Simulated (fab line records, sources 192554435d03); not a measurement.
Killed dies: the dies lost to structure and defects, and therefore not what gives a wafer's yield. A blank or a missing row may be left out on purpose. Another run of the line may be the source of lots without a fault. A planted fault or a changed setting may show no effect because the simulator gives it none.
The tool behind it: which one? + flow n5 finfet + 30 wafers from 10 lots sampled at 5 of the route's 1938 steps

## WHAT EACH GAUGE READ, for each wafer
N5_SDB_OVL_MEAS_12.
| lot  | measured    | on         | SDB_OVL (nm)  |
|------|-------------|------------|---------------|
| L331 | day 3 18:29 | overlay-02 | -0.5 0.2 -0.6 |
| L334 | day 4 12:44 | overlay-01 | -0.5 0.2 -1.1 |
| L338 | day 5 15:08 | overlay-02 | -0.3 -1.2 0.4 |
| L344 | day 7 06:25 | overlay-02 | 0.7 -0.6 1.2  |
| L346 | day 7 12:30 | overlay-02 | 0.4 2.4 1.3   |
| L347 | day 7 16:52 | overlay-01 | 1.0 0.6 0.3   |
| L349 | day 8 03:14 | overlay-02 | 0.6 0.3 -0.2  |
| L350 | day 8 12:10 | overlay-01 | 1.8 1.5 0.8   |
| L351 | day 8 19:19 | overlay-02 | 0.3 0.8 0.9   |
| L354 | day 9 13:23 | overlay-02 | -0.3 -0.8 1.5 |

N5_SDB_THK_MEAS_31.
| lot  | measured    | on            | SDB_THK (nm)   |
|------|-------------|---------------|----------------|
| L331 | day 3 22:47 | film metro-02 | 64.2 64.7 63.9 |
| L334 | day 4 16:41 | film metro-02 | 63.6 62.6 63.0 |
| L338 | day 5 19:07 | film metro-02 | 64.9 65.3 65.9 |
| L344 | day 7 10:51 | film metro-02 | 64.8 64.0 64.8 |
| L346 | day 7 16:27 | film metro-02 | 63.9 63.7 63.2 |
| L347 | day 7 21:24 | film metro-01 | 62.8 62.1 64.2 |
| L349 | day 8 07:17 | film metro-02 | 64.5 63.9 64.3 |
| L350 | day 8 16:05 | film metro-02 | 63.7 63.3 63.2 |
| L351 | day 9 00:30 | film metro-01 | 63.9 63.1 63.6 |
| L354 | day 9 18:02 | film metro-02 | 65.1 63.4 65.1 |

N5_DUMMY_REMOVAL_INSPECT_06: inspects for defects (brightfield).
| lot  | measured    | on                | raw defect count |
|------|-------------|-------------------|------------------|
| L331 | day 3 23:06 | defect inspect-01 | 9 9 19           |
| L334 | day 4 16:56 | defect inspect-01 | 15 7 6           |
| L338 | day 5 19:23 | defect inspect-02 | 7 7 8            |
| L344 | day 7 11:10 | defect inspect-02 | 21 14 16         |
| L346 | day 7 16:49 | defect inspect-02 | 14 6 7           |
| L347 | day 7 21:42 | defect inspect-01 | 27 19 9          |
| L349 | day 8 07:35 | defect inspect-01 | 19 16 20         |
| L350 | day 8 16:22 | defect inspect-01 | 8 14 9           |
| L351 | day 9 00:52 | defect inspect-02 | 9 7 9            |
| L354 | day 9 18:19 | defect inspect-02 | 20 15 16         |

N5_BEOL_M4_RC_MEAS_101.
| lot  | measured     | on        | DIBL_N (mV/V)  | DIBL_P (mV/V)  | IOFF_N (nA/um) | IOFF_P (nA/um) | ION_N (uA/um) | ION_P (uA/um) | SS_N (mV/dec)  | SS_P (mV/dec)  | VT_N (mV)   | VT_P (mV)      |
|------|--------------|-----------|----------------|----------------|----------------|----------------|---------------|---------------|----------------|----------------|-------------|----------------|
| L331 | day 7 19:40  | prober-02 | 35.0 35.8 35.0 | 34.4 36.3 35.2 | 0.15 0.17 0.15 | 0.16 0.19 0.17 | 664 691 671   | 450 467 459   | 71.5 72.1 72.0 | 73.0 73.8 72.7 | 250 248 248 | -254 -252 -252 |
| L334 | day 8 15:26  | prober-02 | 36.6 32.9 34.7 | 36.8 32.4 33.6 | 0.18 0.12 0.14 | 0.25 0.18 0.18 | 683 659 665   | 471 458 454   | 72.0 70.8 71.4 | 73.6 72.4 72.8 | 245 255 249 | -246 -251 -250 |
| L338 | day 9 17:13  | prober-01 | 36.0 39.2 38.9 | 35.7 39.2 39.0 | 0.15 0.21 0.20 | 0.20 0.27 0.25 | 665 683 676   | 462 468 470   | 71.5 72.0 72.2 | 72.8 74.2 73.1 | 254 251 248 | -250 -248 -250 |
| L344 | day 11 16:23 | prober-02 | 35.2 37.3 37.5 | 34.5 37.3 38.5 | 0.14 0.16 0.18 | 0.18 0.22 0.25 | 667 684 682   | 459 467 465   | 70.5 71.4 71.2 | 72.1 72.6 73.1 | 252 250 246 | -250 -250 -249 |
| L346 | day 12 13:22 | prober-02 | 37.4 39.5 34.0 | 36.8 40.4 33.2 | 0.21 0.25 0.13 | 0.27 0.34 0.20 | 697 702 667   | 478 486 462   | 71.8 72.1 70.4 | 73.6 73.8 72.5 | 245 242 252 | -244 -243 -247 |
| L347 | day 12 01:48 | prober-02 | 31.7 34.5 33.8 | 31.2 35.6 34.5 | 0.09 0.13 0.12 | 0.13 0.19 0.18 | 654 667 667   | 456 461 469   | 70.2 70.7 70.6 | 71.9 73.1 72.2 | 258 251 251 | -256 -251 -251 |
| L349 | day 12 16:39 | prober-01 | 37.3 37.0 32.9 | 36.3 35.8 31.6 | 0.18 0.16 0.11 | 0.21 0.20 0.15 | 672 682 661   | 458 464 456   | 72.0 70.6 70.9 | 73.2 73.4 72.5 | 248 249 252 | -251 -251 -256 |
| L350 | day 12 20:54 | prober-01 | 37.0 37.4 36.3 | 36.5 37.5 36.1 | 0.16 0.17 0.17 | 0.22 0.26 0.22 | 673 670 671   | 455 462 463   | 71.6 71.8 71.5 | 73.1 74.1 73.4 | 251 248 250 | -249 -245 -247 |
| L351 | day 12 18:34 | prober-02 | 35.1 36.7 34.3 | 36.4 38.3 35.3 | 0.15 0.19 0.14 | 0.23 0.26 0.21 | 668 679 669   | 461 472 466   | 71.7 72.2 71.8 | 73.3 72.9 72.9 | 248 246 252 | -248 -245 -248 |
| L354 | day 13 23:44 | prober-02 | 34.4 35.2 32.4 | 33.0 34.1 30.8 | 0.11 0.12 0.09 | 0.17 0.18 0.14 | 659 658 653   | 459 459 453   | 70.6 71.7 70.3 | 72.5 72.9 71.6 | 255 255 257 | -251 -253 -255 |

## WHAT TOOL EACH LOT RAN ON (gives the tool, then ch and the chambers of the sampled wafers, and finally the start)
| lot  | N5_SDB_ALD_29                    |
|------|----------------------------------|
| L331 | ald sin-02 ch 0,1,2, day 3 19:46 |
| L334 | ald sin-03 ch 1,2,3, day 4 13:40 |
| L338 | ald sin-03 ch 1,3, day 5 16:05   |
| L344 | ald sin-03 ch 0,2,3, day 7 07:49 |
| L346 | ald sin-02 ch 0,3, day 7 13:25   |
| L347 | ald sin-02 ch 1,2,3, day 7 18:16 |
| L349 | ald sin-02 ch 0,1,3, day 8 04:16 |
| L350 | ald sin-04 ch 0,1,3, day 8 13:04 |
| L351 | ald sin-04 ch 1,3, day 8 21:26   |
| L354 | ald sin-02 ch 1,2,3, day 9 15:01 |
- N5_SDB_ALD_29: deposits SiNx, target thk 30 nm, pulse time 1 s, ald cycles 600.

## AS READ BY THE TOOLS THEMSELVES (means over the sampled wafers that have a number; for cases with no such wafer, the mark the record gives instead)
N5_SDB_ALD_29.
| lot  | tool       | heater power w (W) | precursor pulse height rel |
|------|------------|--------------------|----------------------------|
| L331 | ald sin-02 | 938                | 0.989                      |
| L334 | ald sin-03 | 874                | 1.007                      |
| L338 | ald sin-03 | 928                | 1.005                      |
| L344 | ald sin-03 | 888                | 1.015                      |
| L346 | ald sin-02 | 978                | 1.017                      |
| L347 | ald sin-02 | 886                | 0.992                      |
| L349 | ald sin-02 | 988                | 0.984                      |
| L350 | ald sin-04 | 805                | 1.001                      |
| L351 | ald sin-04 | 747                | 1.021                      |
| L354 | ald sin-02 | 894                | 1.003                      |

## THE ANSWER, worked out from the rows above alone
Rule: usual is defined by the lots themselves. The widest of any qualifying gaps counts: lots, ordered by their means at a reading, are off when they make up no more than a third of the lots, leave a main group of 4 or more, and stand apart from it by 3 or more times the standard deviation of that group's means. Not used: any main group whose means are identical at the precision the tables above print for the reading. Also off: a lot with no number at a reading for which 4 or more lots have one. Where the step has rows for the other lots, those lots are counted as sound. After the gauges, taken in route order, come the tools' own readings; for these a lot's mean is taken, as printed above. The first step at which some lot is off is used, and at that step the reading that is off furthest; a lot without a number counts as furthest.
Nothing can be told from this: no lot is off at any reading shown.

## WHAT WAS PUT IN BY THE SIMULATOR
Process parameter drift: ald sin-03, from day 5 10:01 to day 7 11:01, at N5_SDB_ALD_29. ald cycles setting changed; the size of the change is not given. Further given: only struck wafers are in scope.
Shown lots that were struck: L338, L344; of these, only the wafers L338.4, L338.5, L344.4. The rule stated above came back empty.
